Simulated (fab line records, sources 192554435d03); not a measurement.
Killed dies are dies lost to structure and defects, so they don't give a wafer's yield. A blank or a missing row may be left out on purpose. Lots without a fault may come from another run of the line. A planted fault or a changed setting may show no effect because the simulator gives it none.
Problem report in the 8D (eight disciplines) form, filled by code | flow n5_finfet | the parts of the form that need people (team, actions taken, sign-off) are left out

1. THE PROBLEM
M6_ILD_THK at N5_BEOL_M6_THK_MEAS_01 reads a mean of 188.7 nm on 1 wafer of 1 lot; wafers without a fault read 155.1 nm with a standard deviation of 2.7. That is +12 standard deviations from the usual mean.
First seen on wafer L739.1, day 12 05:49, on film_metro-01. The record holds 30 wafers of 10 lots with a number at this step. Rule for "out", or "out of limits": more than 4 standard deviations from the usual mean. The other wafers with a number count as sound.

2. WHAT IT IS AND WHAT IT IS NOT
question                    | is                | is not
which readings at this step | M6_ILD_THK        | -
which lots                  | L739              | L726, L729, L730, L731, L743, L744, L745, L747, L748
which wafers of those lots  | L739.1            | L739.4, L739.5
read on which gauges        | film_metro-01     | film_metro-02
when                        | from day 12 05:49 | up to then (14 sound wafers); but 15 sound wafers of L743, L744, L745, L747, L748 came after

3. SUSPECTS, AND WHAT RULES EACH OUT
Counting: a tool at a process step up to the reading stays a suspect if it ran every lot that is out. Sound lots after the first of them don't rule it out here, since some wafers of a struck lot are sound.
- the gauge at N5_BEOL_M6_THK_MEAS_01: kept. All the wafers that are out were read on film_metro-01, and no step on other tools shows them out.
- rtp_anneal-02 at N5_BEOL_M5_ANNEAL_51 (time 90 s): kept. It ran the lot that is out, L739 (day 12 04:20); its last sound lot up to then is L729 (day 9 15:04).
- cmp-03 at N5_BEOL_M5_CMP_52 (polishes, stops on SiCOH lowk, t overpolish 6.9 s, target thk 62 nm): kept. It ran the lot that is out, L739 (day 12 04:38); its last sound lot up to then is L729 (day 9 15:20).
- pecvd-04 at N5_BEOL_M6_ILD_DEP_00 (deposits SiCOH lowk from DEMS/porogen, target thk 179.75 nm, time 33.4 s): kept. It ran the lot that is out, L739 (day 12 05:15).
- Within cmp-03 at N5_BEOL_M5_CMP_52: the wafers that are out ran in chamber 1; their sound lot-mates ran in chamber 0.
Left after counting: rtp_anneal-02 at N5_BEOL_M5_ANNEAL_51, cmp-03 at N5_BEOL_M5_CMP_52, pecvd-04 at N5_BEOL_M6_ILD_DEP_00, film_metro-01 at N5_BEOL_M6_THK_MEAS_01.

4. THE CAUSE (what the simulator had put in)
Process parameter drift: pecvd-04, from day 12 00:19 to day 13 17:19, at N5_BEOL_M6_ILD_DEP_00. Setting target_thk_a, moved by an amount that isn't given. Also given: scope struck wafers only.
Counting left 4 suspects, and this tool is among them.

5. THE CHAIN OF EFFECTS, in route order
Each row: a reading whose mean over the struck wafers that have a number lies more than 3 standard deviations from the usual. Only readings for which the record gives a usual standard deviation are gone through. hours: the time from each lot's start at the first step in this table that gives one to its start at this step, as a median over the lots. sigmas: the change in usual standard deviations.
hours | step                   | reading    | usual    | on struck wafers | change | sigmas
0     | N5_BEOL_M6_THK_MEAS_01 | M6_ILD_THK | 155.1 nm | 188.7            | +33.6  | +12

6. WHAT WOULD HAVE CAUGHT IT SOONER
In this record the first reading out of limits at a measuring or inspecting step was taken at day 12 05:49, 6 hours after the fault began at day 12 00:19.
Of the tool readings at N5_BEOL_M6_ILD_DEP_00 for which the record gives a usual standard deviation, none was out on any struck wafer, so an alarm limit of 4 standard deviations on them would not have fired.
All the lots that are out (1) had begun N5_BEOL_M6_ILD_DEP_00 on pecvd-04 by day 12 05:49. A hold on the tool at that time would have spared none of them.
